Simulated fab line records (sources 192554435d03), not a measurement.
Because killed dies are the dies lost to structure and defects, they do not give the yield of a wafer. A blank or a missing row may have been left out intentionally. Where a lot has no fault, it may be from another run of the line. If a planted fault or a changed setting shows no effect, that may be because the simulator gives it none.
Chamber matching / flow n5-finfet / uv-cure-02 running N5_BEOL_M10_CURE_72: 3 sister chambers
The step cures SiCOH lowk, time 120 s. 3 wafers are shown with their chamber, then 9 later ones without.

== WAFERS PAIRED WITH THEIR CHAMBERS ==
wafer=L085.5 chamber=1 wafer_temp_C_max=371.9
wafer=L087.6 chamber=2 wafer_temp_C_max=370.3
wafer=L089.6 chamber=0 wafer_temp_C_max=371.0

== WAFERS WITH NO CHAMBER GIVEN ==
wafer=L092.1 wafer_temp_C_max=370.9
wafer=L092.2 wafer_temp_C_max=370.5
wafer=L092.5 wafer_temp_C_max=371.4
wafer=L097.2 wafer_temp_C_max=371.2
wafer=L097.3 wafer_temp_C_max=371.5
wafer=L097.6 wafer_temp_C_max=371.1
wafer=L096.4 wafer_temp_C_max=372.0
wafer=L096.5 wafer_temp_C_max=371.0
wafer=L096.6 wafer_temp_C_max=372.0

== THE CHAMBER EACH PASSED THROUGH ==
wafer=L092.1; from the rows above=0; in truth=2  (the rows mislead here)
wafer=L092.2; from the rows above=can't be placed: 2 or 0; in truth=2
wafer=L092.5; from the rows above=can't be placed: 0 or 1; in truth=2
wafer=L097.2; from the rows above=0; in truth=0
wafer=L097.3; from the rows above=can't be placed: 1 or 0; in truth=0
wafer=L097.6; from the rows above=0; in truth=0
wafer=L096.4; from the rows above=1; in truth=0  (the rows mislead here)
wafer=L096.5; from the rows above=0; in truth=0
wafer=L096.6; from the rows above=1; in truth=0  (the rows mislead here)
Correct placement for 3 of the 9. Cannot be placed on the basis of these rows: 3; the candidates contain the true chamber in 2. Placed wrongly: 3.
How it was worked out, from the rows above alone: a wafer's distance from a chamber is the root of the sum, over the readings, of the square of ((its reading less the chamber's mean) divided by the reading's scatter). The wafer belongs to the nearest chamber; if the next one is less than 2 further off, it can't be placed. For every chamber, the mean is computed from those of its wafers that are shown. The scatter (one wafer shown for each chamber): square how far every hidden wafer sits from the nearest shown wafer, average those squares and take the square root.
